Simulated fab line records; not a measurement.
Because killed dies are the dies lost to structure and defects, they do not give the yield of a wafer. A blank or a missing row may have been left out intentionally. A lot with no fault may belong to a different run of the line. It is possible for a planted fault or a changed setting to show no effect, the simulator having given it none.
fab line records	flow n5Finfet
record: lots: 5	wafers: 15	lastDay: 17
route steps=1938 shown BEOL_M14@1730 PASSIVATION@1936
lots untouched by any fault: they come from a run of this same line in which no faults occurred
startH: start of the lot's first displayed wafer, in hours after the record's first day	waitH: hours elapsed since this lot's preceding step	" same as the row above	L1.1+2: a single row standing in for several wafers	- no value, or no start given	* or withheld: withheld	< > ~ a bound
route shown NAME@n: a module of which the file shows steps, and the number in the route of the first	usual: mean/standard deviation of fault-free wafers	same: alike in all rows	chamber/n: place in a boat	sites: per-site readings	_std_site: standard deviation across them	_edge_site: mean of outer sites minus mean of inner sites	radiusMm: for every site, how far away it sits from the centre of the wafer	mask NAME#n: copy n	behind: the last tool/chamber to shape the wafer	hold: cause of the lot's hold/its duration in hours/its outcome	device: transistor that didn't switch, given as n, p or np	end of line: the tests these same wafers got at the end of their route	step lacking rows: just its recipe	killed: at the first sort, the dies lost to defects and structure; wafer yield is something else	map: shows each die of a wafer: x if killed, . if not, _ if none is there
set.NAME: the run value of the setting; set.NAME@STEP: its run value at that earlier step	model.NAME: the simulator's own value behind a step, which no gauge read
certain route steps with their lots: each step a table, each wafer a row
services: from which hour (startH, from the record's first day; less than 0 if before it) a tool's chamber was out of use, for how many hours, and why
== steps ==
step: N5_BEOL_M14_ETCH_59
recipe: chemistry: N2/H2	target: BARC	targetDepthA: 890	overetchA: 267	timeS: 67.9	ionEnergyEv: 200	pressureMtorr: 30	sourceW: 840	biasW: 150	n2FlowSccm: 200	h2FlowSccm: 200
usual: drypumpMotorCurrentA: 5.59/0.3	oesProductAu: 0.68/0.06	rfVppV: 523.0/2.4	showerheadPlenumPTorr: 2.51/0.084	throttleValvePct: 17.9/0.33
lot.wafer	tool	chamber	startH	waitH	drypumpMotorCurrentA	oesProductAu	rfHoursCounterH	rfVppV	showerheadPlenumPTorr	throttleValvePct
L423.2	rieDiel-02	3	257.16	0.0	5.74	0.75	39	522.1	2.51	18.1
L423.4	"	2	"	"	5.72	0.59	243	522.0	2.50	18.2
L423.5	"	1	"	"	5.21	0.63	-	520.1	2.44	18.4
L426.1	rieDiel-02	1	272.40	0.0	5.22	0.63	162	520.8	2.44	18.4
L426.3	"	2	"	"	5.71	0.59	248	522.8	2.50	18.2
L426.5	"	3	"	"	5.77	0.74	-	522.2	2.51	18.1
L428.1	rieDiel-02	0	292.68	0.0	5.70	0.60	253	520.6	2.43	18.5
L428.4	"	1	"	"	5.25	0.62	-	519.4	2.44	18.4
L428.5	"	3	"	"	5.73	0.74	-	523.9	2.50	18.1
L440.1	rieDiel-02	0	355.97	0.0	5.70	0.78	12	527.8	2.75	17.9
L440.3	"	1	"	"	5.23	0.60	195	519.9	2.43	18.4
L440.5	"	1	"	"	5.22	0.60	-	521.6	2.43	18.4
L443.1	rieDiel-06	3	379.42	0.0	5.91	0.76	25	528.6	2.70	17.6
L443.3	"	0	"	"	6.00	0.67	108	521.7	2.44	17.7
L443.4	"	1	"	"	5.41	0.68	107	524.6	2.57	17.9
step: N5_BEOL_M14_VIA_ETCH_16
recipe: chemistry: C4F8/O2/Ar	target: SiO2	heInnerTorr: 15	heOuterTorr: 30	targetDepthA: 12313	timeS: withheld	ionEnergyEv: 800	pressureMtorr: 20	sourceW: 1905	biasW: 2040	Ar_flow_sccm: 400	C4F8_flow_sccm: 16	O2_flow_sccm: 12	ends: cleared
step: N5_BEOL_M14_STRIP_63
recipe: chemistry: O2	powerW: 600	tempC: 60	pressureMtorr: 30	rfFrequencyHz: 6e+07	biasPowerW: 0	overashFraction: 0.3	o2FlowSccm: 225
step: N5_BEOL_M14_STRIP_64
recipe: chemistry: O2	powerW: 600	tempC: 60	pressureMtorr: 30	rfFrequencyHz: 6e+07	biasPowerW: 0	overashFraction: 0.3	o2FlowSccm: 225
step: N5_BEOL_M14_STRIP_71
recipe: chemistry: postEtchResidueRemover	timeS: 60	tempC: 25	removerPh: withheld	removerWaterWtPct: withheld	removerFluorideWtPct: withheld
step: N5_BEOL_M14_SRD_72
recipe: timeS: 30	tempC: 23	rinseLiquid: diw	dry: n2Spin	spinRpm: 1500	dryTimeS: 30
step: N5_BEOL_M14_CD_MEAS_17
recipe: targetCdNm: 250	polarity: opening
usual: cdNm: 252/3.6
lot.wafer	tool	chamber	startH	waitH	cdNm
L423.2	cdSem-03	-	257.57	0.0	249
L423.4	"	-	"	"	256
L423.5	"	-	"	"	250
L426.1	cdSem-02	-	272.80	0.0	254
L426.3	"	-	"	"	256
L426.5	"	-	"	"	252
L428.1	cdSem-01	-	293.08	0.0	251
L428.4	"	-	"	"	251
L428.5	"	-	"	"	256
L440.1	cdSem-03	-	356.37	0.0	255
L440.3	"	-	"	"	251
L440.5	"	-	"	"	252
L443.1	cdSem-03	-	379.83	0.0	249
L443.3	"	-	"	"	244
L443.4	"	-	"	"	250
step: N5_BEOL_M14_COAT_65
recipe: resist: SOC	tempC: 250	timeS: 60	spinRpm: 1500	resistThkNm: 450
step: N5_BEOL_M14_COAT_66
recipe: resist: SiARC	tempC: 220	timeS: 60	spinRpm: 1500	resistThkNm: 110
step: N5_BEOL_M14_COAT_22
recipe: spinRpm: 2888	resistThkNm: 300
step: N5_BEOL_M14_EBR_24
recipe: solvent: PGMEA	ebrWidthMm: 1.5
step: N5_BEOL_M14_SOFTBAKE_23
recipe: tempC: 130	timeS: 60
step: N5_BEOL_M14_EXPOSE_25
recipe: maskId: M14	na: 0.8	sourceShape: annular	sigmaInner: 0.5	sigmaOuter: 0.8	polarization: unpolarized	targetCdNm: 280	doseMj: 26.6
usual: exposureDoseMJCm2: 26.579/0.027
lot.wafer	tool	chamber	startH	waitH	mask	exposureDoseMJCm2
L423.2	krfScanner-02	0	257.85	-	M14#0	26.585
L423.4	"	0	"	"	M14#0	26.570
L423.5	"	0	"	"	M14#0	26.586
L426.1	krfScanner-01	0	273.08	-	M14#0	26.617
L426.3	"	0	"	"	M14#0	26.660
L426.5	"	0	"	"	M14#0	26.638
L428.1	krfScanner-01	0	293.23	-	M14#0	25.939
L428.4	"	0	"	"	M14#0	25.960
L428.5	"	0	"	"	M14#0	25.949
L440.1	krfScanner-02	0	356.65	-	M14#0	26.570
L440.3	"	0	"	"	M14#0	26.575
L440.5	"	0	"	"	M14#0	26.601
L443.1	krfScanner-02	0	380.10	-	M14#0	26.563
L443.3	"	0	"	"	M14#0	26.647
L443.4	"	0	"	"	M14#0	26.585
step: N5_BEOL_M14_PEB_26
recipe: pebTempC: 130	pebTimeS: 90
step: N5_BEOL_M14_DEVELOP_27
recipe: developTimeS: 45	rinseLiquid: diw	dry: airSpin	devTempC: 21
step: N5_BEOL_M14_HARDBAKE_32
recipe: tempC: 130	timeS: 120
step: N5_BEOL_M14_CD_MEAS_28
recipe: targetCdNm: 284.4	landingEnergyEv: 500	detector: seInlens
usual: cdNm: 284.2/2.3
lot.wafer	tool	chamber	startH	waitH	cdNm
L423.2	cdSem-03	0	258.02	-	282.3
L423.4	"	0	"	"	283.0
L423.5	"	0	"	"	282.6
L426.1	cdSem-02	0	273.25	-	287.7
L426.3	"	0	"	"	285.9
L426.5	"	0	"	"	289.5
L428.1	cdSem-01	0	293.41	-	298.6
L428.4	"	0	"	"	299.6
L428.5	"	0	"	"	314.3
L440.1	cdSem-01	0	356.82	-	285.3
L440.3	"	0	"	"	283.5
L440.5	"	0	"	"	285.1
L443.1	cdSem-03	0	380.28	-	284.7
L443.3	"	0	"	"	284.4
L443.4	"	0	"	"	289.3
step: N5_BEOL_M14_OVL_MEAS_29
recipe: pointsPerWafer: 44
usual: M14_OVL: 1/5.2
lot.wafer	tool	chamber	startH	waitH	M14_OVL[nm]
L423.2	overlay-01	0	258.05	0.0	-7
L423.4	"	0	"	"	-2
L423.5	"	0	"	"	-2
L426.1	overlay-01	0	273.28	0.0	-4
L426.3	"	0	"	"	2
L426.5	"	0	"	"	0
L428.1	overlay-02	0	293.44	0.0	-4
L428.4	"	0	"	"	-5
L428.5	"	0	"	"	0
L440.1	overlay-01	0	356.85	0.0	0
L440.3	"	0	"	"	1
L440.5	"	0	"	"	-1
L443.1	overlay-01	0	380.31	0.0	-2
L443.3	"	0	"	"	4
L443.4	"	0	"	"	3
step: N5_BEOL_M14_INSPECT_30
recipe: mode: adi	inspectInstrument: macro
usual: rawDefectCount: 2.2/1.6
lot.wafer	tool	chamber	startH	waitH	rawDefectCount
L423.2	defectInspect-01	-	258.07	0.0	2
L423.4	"	-	"	"	5
L423.5	"	-	"	"	0
L426.1	defectInspect-02	-	273.30	0.0	0
L426.3	"	-	"	"	3
L426.5	"	-	"	"	5
L428.1	defectInspect-01	-	293.46	0.0	1
L428.4	"	-	"	"	2
L428.5	"	-	"	"	3
L440.1	defectInspect-01	-	356.88	0.0	2
L440.3	"	-	"	"	1
L440.5	"	-	"	"	1
L443.1	defectInspect-02	-	380.33	0.0	3
L443.3	"	-	"	"	2
L443.4	"	-	"	"	4
step: N5_BEOL_M14_DESCUM_33
recipe: chemistry: O2	timeS: 7.9	sourcePowerW: 50	biasPowerW: 20	pressureMtorr: 20	rfFrequencyHz: 2.712e+07	tempC: 40	o2FlowSccm: 225
usual: drypumpMotorCurrentA: 5.57/0.3	oesProductAu: 0.80/0.08	rfVppV: 242.8/1.4	showerheadPlenumPTorr: 2.07/0.07	throttleValvePct: 20.37/0.27
lot.wafer	tool	chamber	startH	waitH	drypumpMotorCurrentA	oesProductAu	rfHoursCounterH	rfVppV	showerheadPlenumPTorr	throttleValvePct	model.BEOL_M14.cdNm
L423.2	rieDiel-03	1	258.11	0.0	5.21	0.77	147	241.2	2.03	20.55	282
L423.4	"	3	"	"	5.88	0.72	196	242.3	2.04	20.14	283
L423.5	"	3	"	"	5.94	0.72	-	241.8	2.04	20.13	283.2
L426.1	rieDiel-02	0	273.57	0.3	5.67	0.68	244	240.8	1.95	20.52	287.8
L426.3	"	3	"	"	5.77	0.87	45	242.8	2.05	20.41	286
L426.5	"	3	"	"	5.74	0.87	-	241.1	2.04	20.41	289.6
L428.1	rieDiel-02	1	293.57	0.1	5.21	0.72	171	241.7	2.00	20.98	298.8
L428.4	"	0	"	"	5.67	0.68	-	239.9	1.94	20.54	299.8
L428.5	"	1	"	"	5.21	0.72	-	240.7	2.00	20.97	314.4
L440.1	rieDiel-06	1	356.92	0.0	5.41	0.80	100	242.3	2.11	20.43	285.6
L440.3	"	3	"	"	5.92	0.88	17	246.2	2.23	20.29	283.4
L440.5	"	3	"	"	5.91	0.89	-	245.3	2.23	20.26	285
L443.1	rieDiel-02	0	380.37	0.0	5.70	0.92	20	244.2	2.20	19.98	284.6
L443.3	"	2	"	"	5.69	0.86	34	241.7	2.03	20.24	283.8
L443.4	"	1	"	"	5.19	0.69	204	240.8	1.99	21.02	289.4
step: N5_BEOL_M14_ETCH_67
recipe: chemistry: CF4	target: SiARC	targetDepthA: 1430	timeS: 238.3	ionEnergyEv: 80	pressureMtorr: 40	sourceW: 545	biasW: 36	Ar_flow_sccm: 100	cf4FlowSccm: 100	ends: cleared
usual: drypumpMotorCurrentA: 5.56/0.29	etchRfOnTimeS: 240/7.6	oesProductAu: 0.69/0.072	rfVppV: 183.9/1.2	showerheadPlenumPTorr: 2.12/0.07	throttleValvePct: 15.57/0.25
lot.wafer	tool	chamber	startH	waitH	drypumpMotorCurrentA	etchRfOnTimeS	oesProductAu	rfHoursCounterH	rfVppV	showerheadPlenumPTorr	throttleValvePct
L423.2	rieDiel-03	1	258.14	0.0	5.24	243	0.66	147	182.7	2.05	15.55
L423.4	"	3	"	"	5.84	248	0.60	196	183.7	2.11	15.56
L423.5	"	3	"	"	5.90	247	0.60	-	182.9	2.11	15.56
L426.1	rieDiel-02	0	273.61	0.0	5.70	249	0.59	244	183.0	2.03	15.92
L426.3	"	3	"	"	5.74	234	0.75	45	183.5	2.09	15.46
L426.5	"	3	"	"	5.73	236	0.74	-	183.6	2.09	15.47
L428.1	rieDiel-02	1	293.60	0.0	5.17	240	0.61	172	182.0	2.06	16.12
L428.4	"	0	"	"	5.65	251	0.58	-	181.6	2.03	15.96
L428.5	"	1	"	"	5.23	242	0.61	-	180.7	2.06	16.11
L440.1	rieDiel-06	1	356.96	0.0	5.44	234	0.69	100	185.9	2.15	15.56
L440.3	"	3	"	"	5.91	241	0.77	17	186.8	2.27	15.47
L440.5	"	3	"	"	5.90	240	0.77	-	185.6	2.27	15.47
L443.1	rieDiel-02	0	380.40	0.0	5.69	232	0.78	20	187.3	2.27	15.41
L443.3	"	2	"	"	5.71	234	0.75	34	182.1	2.09	15.43
L443.4	"	1	"	"	5.24	240	0.60	204	182.3	2.05	16.19
step: N5_BEOL_M14_ETCH_68
recipe: chemistry: N2/H2	target: SOC	maskMaterial: SiARC	sourceW: 3000	biasW: 350	tempC: 40	timeS: 450	ionEnergyEv: 200	pressureMtorr: 30	n2FlowSccm: 200	h2FlowSccm: 200
usual: drypumpMotorCurrentA: 5.57/0.3	oesProductAu: 0.81/0.08	rfVppV: 523.2/2.4	showerheadPlenumPTorr: 2.52/0.089	throttleValvePct: 17.8/0.32
lot.wafer	tool	chamber	startH	waitH	drypumpMotorCurrentA	oesProductAu	rfHoursCounterH	rfVppV	showerheadPlenumPTorr	throttleValvePct
L423.2	rieDiel-03	1	258.29	0.1	5.24	0.77	147	520.0	2.41	17.5
L423.4	"	3	"	"	5.91	0.73	196	523.5	2.52	17.7
L423.5	"	3	"	"	5.94	0.73	-	521.9	2.52	17.8
L426.1	rieDiel-02	0	273.75	0.1	5.70	0.69	244	519.7	2.44	18.4
L426.3	"	3	"	"	5.74	0.87	45	522.4	2.51	18.0
L426.5	"	3	"	"	5.76	0.86	-	520.9	2.51	17.9
L428.1	rieDiel-02	1	293.75	0.1	5.25	0.73	172	520.5	2.44	18.3
L428.4	"	0	"	"	5.69	0.68	-	519.8	2.43	18.4
L428.5	"	1	"	"	5.21	0.72	-	522.1	2.44	18.3
L440.1	rieDiel-06	1	357.10	0.1	5.41	0.80	100	525.3	2.57	17.7
L440.3	"	3	"	"	5.96	0.91	17	529.7	2.70	17.5
L440.5	"	3	"	"	5.94	0.90	-	527.0	2.70	17.5
L443.1	rieDiel-02	0	380.55	0.1	5.69	0.93	20	528.7	2.75	17.9
L443.3	"	2	"	"	5.68	0.86	34	522.6	2.48	17.7
L443.4	"	1	"	"	5.24	0.70	204	519.0	2.42	18.4
step: N5_BEOL_M14_STRIP_69
recipe: chemistry: N2/H2	tempC: 40	n2FlowSccm: 200	h2FlowSccm: 200	rfFrequencyHz: 6e+07
step: N5_BEOL_M14_TRENCH_ETCH_34
recipe: chemistry: C4F8/O2/Ar	target: SiO2	targetDepthA: 5566.5	maskMaterial: SOC	heInnerTorr: 15	heOuterTorr: 30	timeS: 126.9	ionEnergyEv: 800	pressureMtorr: 20	sourceW: 1905	biasW: 2040	Ar_flow_sccm: 400	C4F8_flow_sccm: 16	O2_flow_sccm: 12
usual: C4F8_flow_sccm: 16.01/0.045	drypumpMotorCurrentA: 5.57/0.3	oesProductAu: 0.80/0.085	rfVppV: 2220/54	showerheadPlenumPTorr: 3.40/0.11	throttleValvePct: 30.8/0.4
lot.wafer	tool	chamber	startH	waitH	C4F8_flow_sccm	drypumpMotorCurrentA	oesProductAu	rfHoursCounterH	rfVppV	showerheadPlenumPTorr	throttleValvePct
L423.2	rieDiel-03	1	258.56	0.0	16.03	5.23	0.76	147	2263	3.28	30.5
L423.4	"	3	"	"	16.08	5.91	0.70	196	2173	3.39	30.6
L423.5	"	3	"	"	16.02	5.93	0.70	-	2173	3.39	30.6
L426.1	rieDiel-02	0	274.03	0.0	16.03	5.67	0.68	245	2104	3.24	31.0
L426.3	"	3	"	"	15.96	5.78	0.87	45	2259	3.36	31.0
L426.5	"	3	"	"	16.02	5.79	0.87	-	2261	3.36	31.0
L428.1	rieDiel-02	1	294.02	0.0	16.04	5.22	0.71	172	2291	3.34	31.9
L428.4	"	0	"	"	16.07	5.69	0.68	-	2103	3.23	31.0
L428.5	"	1	"	"	16.03	5.20	0.72	-	2291	3.34	31.9
L440.1	rieDiel-06	1	357.38	0.0	16.04	5.42	0.81	100	2213	3.47	30.9
L440.3	"	3	"	"	16.04	5.94	0.90	18	2176	3.63	30.6
L440.5	"	3	"	"	16.04	5.95	0.88	-	2177	3.63	30.6
L443.1	rieDiel-02	0	380.82	0.0	16.09	5.70	0.92	21	2137	3.62	30.5
L443.3	"	2	"	"	15.89	5.67	0.88	34	2178	3.33	30.6
L443.4	"	1	"	"	15.97	5.21	0.69	204	2288	3.32	31.9
step: N5_BEOL_M14_STRIP_70
recipe: chemistry: C4F8/O2/Ar	resist: SiARC	rfFrequencyHz: 6e+07
step: N5_BEOL_M14_OCD_MEAS_35
usual: trenchDepthNm: 550/17
lot.wafer	tool	chamber	startH	waitH	trenchDepthNm
L423.2	ocd-02	-	258.72	0.0	543
L423.4	"	-	"	"	526
L423.5	"	-	"	"	525
L426.1	ocd-01	-	274.18	0.0	523
L426.3	"	-	"	"	563
L426.5	"	-	"	"	561
L428.1	ocd-01	-	294.18	0.0	544
L428.4	"	-	"	"	520
L428.5	"	-	"	"	547
L440.1	ocd-01	-	357.53	0.0	560
L440.3	"	-	"	"	550
L440.5	"	-	"	"	545
L443.1	ocd-01	-	380.97	0.0	573
L443.3	"	-	"	"	570
L443.4	"	-	"	"	546
step: N5_BEOL_M14_STRIP_37
recipe: chemistry: O2	powerW: 600	tempC: 60	pressureMtorr: 30	rfFrequencyHz: 6e+07	biasPowerW: 0	overashFraction: 0.3	o2FlowSccm: 225
usual: drypumpMotorCurrentA: 5.56/0.29	oesProductAu: 0.81/0.081	rfVppV: 3.7/0.98	showerheadPlenumPTorr: 2.07/0.069	throttleValvePct: 16.62/0.27
lot.wafer	tool	chamber	startH	waitH	drypumpMotorCurrentA	oesProductAu	rfHoursCounterH	rfVppV	showerheadPlenumPTorr	throttleValvePct
L423.2	rieDiel-03	1	258.94	0.2	5.25	0.77	147	4.2	2.04	16.75
L423.4	"	0	"	"	5.12	0.91	8	3.9	2.15	16.24
L423.5	"	0	"	"	5.08	0.92	-	3.8	2.15	16.20
L426.1	rieDiel-06	0	274.22	0.0	6.06	0.83	67	3.6	2.03	16.48
L426.3	"	3	"	"	5.93	0.67	246	3.8	1.98	16.97
L426.5	"	2	"	"	5.53	0.81	-	4.0	2.10	16.54
L428.1	rieDiel-03	3	294.22	0.0	5.91	0.71	210	2.0	2.04	16.46
L428.4	"	0	"	"	5.08	0.90	22	2.7	2.15	16.25
L428.5	"	1	"	"	5.22	0.76	-	2.3	2.03	16.81
L440.1	rieDiel-02	2	359.15	1.6	5.69	0.87	27	4.2	2.03	16.41
L440.3	"	0	"	"	5.68	0.92	13	4.2	2.20	16.33
L440.5	"	1	"	"	5.21	0.70	-	3.9	1.99	17.23
L443.1	rieDiel-06	3	382.60	1.6	5.93	0.87	26	2.9	2.23	16.54
L443.3	"	1	"	"	5.41	0.79	108	1.7	2.11	16.67
L443.4	"	0	"	"	6.01	0.78	109	2.4	2.02	16.58
step: N5_BEOL_M14_ETCH_38
recipe: chemistry: CF4/N2	target: SiCN	targetDepthA: 1065	taperDeg: 2	timeS: 120.6	ionEnergyEv: 150	maskMaterial: SiO2	pressureMtorr: 40	sourceW: 430	biasW: 70	Ar_flow_sccm: 100	cf4FlowSccm: 60	n2FlowSccm: 60
usual: drypumpMotorCurrentA: 5.56/0.29	oesProductAu: 0.81/0.086	rfVppV: 381.8/2	showerheadPlenumPTorr: 2.19/0.074	throttleValvePct: 15.41/0.27
lot.wafer	tool	chamber	startH	waitH	drypumpMotorCurrentA	oesProductAu	rfHoursCounterH	rfVppV	showerheadPlenumPTorr	throttleValvePct	model.BEOL_M14.cdNm
L423.2	rieDiel-03	1	-	-	5.22	0.76	147	380.1	2.11	15.32	277.2
L423.4	"	0	"	"	5.09	0.94	8	383.6	2.26	14.99	276.6
L423.5	"	0	"	"	5.13	0.94	-	383.3	2.26	14.97	277.8
L426.1	rieDiel-06	0	-	-	6.01	0.81	67	379.4	2.13	15.20	285.6
L426.3	"	3	"	"	5.92	0.68	246	381.4	2.09	15.76	283
L426.5	"	2	"	"	5.54	0.84	-	382.1	2.23	15.40	285.8
L428.1	rieDiel-03	3	-	-	5.95	0.69	210	381.6	2.17	15.41	294.8
L428.4	"	0	"	"	5.08	0.90	22	383.6	2.26	15.02	297.6
L428.5	"	1	"	"	5.23	0.75	-	380.8	2.10	15.38	309.6
L440.1	rieDiel-02	2	-	-	5.66	0.88	27	381.2	2.15	15.23	279.6
L440.3	"	0	"	"	5.69	0.94	13	385.8	2.35	15.25	281
L440.5	"	1	"	"	5.21	0.70	-	379.4	2.12	16.04	281.6
L443.1	rieDiel-06	3	-	-	5.93	0.87	26	384.6	2.34	15.29	277.8
L443.3	"	1	"	"	5.41	0.80	108	383.3	2.22	15.43	276.2
L443.4	"	0	"	"	6.01	0.77	110	379.1	2.12	15.29	283.2
step: N5_BEOL_M14_PRECLEAN_39
recipe: chemistry: residueRemover	timeS: 60	tempC: 40
step: N5_PASSIVATION_PROBE_49
usual: defectLimitedYield: 91.4/1.4	killed_at_M0_to_M3: 34/8.9	killed_at_M4_up: 13/4.6	killedAtContacts: 12/5.5	killedAtFrontEnd: 41/11	killedAtOther: 3.1/2.9	killedDies: 102/16	killedOpen: 66/11	killedShort: 34/7.6	sort_bin_5_function: 5.1/0.89	sort_bin_6_memory: 3.2/0.61	sort_bin_8_speed: 0.02/0.12	sortNPass: 1078/16	sortYieldPct: 91.3/1.4
same: grossDies: 1180	killedAtBackSide: 0	sort_bin_4_leakage[%]: 0
lot.wafer	tool	chamber	startH	waitH	defectLimitedYield[%]	killed_at_M0_to_M3	killed_at_M4_up	killedAtContacts	killedAtFrontEnd	killedAtOther	killedDies	killedOpen	killedShort	sort_bin_5_function[%]	sort_bin_6_memory[%]	sort_bin_8_speed[%]	sortNPass	sortYieldPct[%]
L423.2	prober-02	-	281.31	0.1	90.6	24	14	8	65	0	111	65	39	5.3	3.3	0	1069	90.6
L423.4	prober-02	-	281.41	0.2	91.1	25	19	10	51	0	105	73	32	5.0	3.5	0	1075	91.1
L423.5	prober-02	-	281.46	0.2	91.4	28	16	12	44	1	101	69	29	5.1	2.8	0	1079	91.4
L428.1	prober-01	-	314.11	0.0	89.6	45	22	16	35	5	123	79	42	6.4	3.5	0	1057	89.6
L428.5	prober-01	-	314.31	0.2	89.3	37	19	24	44	2	126	82	33	6.0	3.3	0	1054	89.3
killed by level:class
L423.2 FIN_SAQP:geometricParticle:open=22 FIN_SAQP:geometricParticle:short=10 STI_FIN_REVEAL:geometricParticle:open=8 MOL_CONTACT_COAG:geometricParticle:open=8 BEOL_M0_SAQP:geometricParticle:short=7 HKMG_FIN:areaEtch=7 GATE_CUT:geometricParticle:short=6 BEOL_M2:geometricParticle:open=4
L423.4 FIN_SAQP:geometricParticle:open=15 FIN_SAQP:geometricParticle:short=14 DUMMY_GATE:geometricParticle:open=8 MOL_CONTACT_COAG:geometricParticle:open=7 BEOL_M1:geometricParticle:open=7 BEOL_M2:geometricParticle:open=6 BEOL_M4:geometricParticle:open=6 BEOL_M0_SAQP:geometricParticle:open=5
L423.5 DUMMY_GATE:geometricParticle:open=10 MOL_CONTACT_COAG:geometricParticle:open=10 FIN_SAQP:geometricParticle:open=8 BEOL_M3:geometricParticle:open=7 BEOL_M3:geometricParticle:short=7 FIN_SAQP:geometricParticle:short=6 BEOL_M1:geometricParticle:open=5 BEOL_M4:geometricParticle:open=5
L428.1 MOL_CONTACT_COAG:geometricParticle:open=15 BEOL_M2:geometricParticle:open=11 BEOL_M3:geometricParticle:open=9 BEOL_M0_SAQP:geometricParticle:short=8 STI_FIN_REVEAL:geometricParticle:open=7 BEOL_M0_SAQP:geometricParticle:open=7 STI_FIN_REVEAL:geometricParticle:short=5 BEOL_M4:geometricParticle:open=4
L428.5 MOL_CONTACT_COAG:geometricParticle:open=19 STI_FIN_REVEAL:geometricParticle:open=12 BEOL_M1:geometricParticle:open=11 BEOL_M14:areaExpose=10 BEOL_M3:geometricParticle:open=9 FIN_SAQP:geometricParticle:short=6 DUMMY_GATE:geometricParticle:open=6 GATE_CUT:geometricParticle:short=5
== services ==
tool	chamber	startH	hours	kind
rieDiel-06	2	235.93	8.0	repair
krfScanner-02	-	245.92	1.0	pm
rieDiel-02	0	246.25	4.4	repair
rieDiel-06	3	253.06	2.6	repair
krfScanner-01	-	264.28	0.6	repair
krfScanner-01	-	265.92	0.6	repair
krfScanner-02	-	268.97	0.3	repair
rieDiel-02	2	277.61	-	clean
rieDiel-02	2	277.61	-	consumableReplace:focusRing
rieDiel-02	2	277.61	20.2	scheduledDown
rieDiel-02	2	277.61	20.2	ventCycle
krfScanner-02	-	280.88	1.3	pm
krfScanner-02	-	295.38	3.6	pm
rieDiel-02	0	300.60	-	clean
rieDiel-02	0	300.60	-	consumableReplace:focusRing
rieDiel-02	0	300.60	-	consumableReplace:showerhead
krfScanner-02	-	301.52	0.2	repair
rieDiel-03	-	308.90	0.2	repair
krfScanner-02	-	312.34	0.8	pm
rieDiel-06	3	322.17	1.7	repair
rieDiel-03	2	339.80	2.8	repair
krfScanner-02	-	343.97	0.4	repair
krfScanner-01	-	361.09	1.3	pm
rieDiel-02	0	382.58	4.9	repair
== key ==
firstSign: step: N5_BEOL_M14_EXPOSE_25	reading: exposureDoseMJCm2	direction: down	sigmas: 23	usual: 26.579	struck: 25.949
effect: step: N5_BEOL_M14_CD_MEAS_28	reading: cdNm	direction: up	sigmas: 8.7	usual: 284.2	struck: 304.1	through: controlLoop
modelEffect: step: N5_BEOL_M14_DESCUM_33	value: BEOL_M14.cdNm	without: 285.1	struck: 304.3
modelEffect: step: N5_BEOL_M14_ETCH_38	value: BEOL_M14.cdNm	without: 281.4	struck: 300.7
metAt N5_BEOL_M14_EXPOSE_25
struckWafers L428.1,L428.4,L428.5
loopTrim: step: N5_BEOL_M14_EXPOSE_25	setting: dose	lots: L428
onsetBetween 273.08 293.23
fault: kind: processParameterDrift	tool: krfScanner-01	chamber: -	onsetH: 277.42	steps: N5_BEOL_M14_EXPOSE_25	channel: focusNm	offset: 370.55	spreadByWafer: 0.3	shape: step	endH: 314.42
loopTrim: a control loop set the setting to another value than it would have without faults
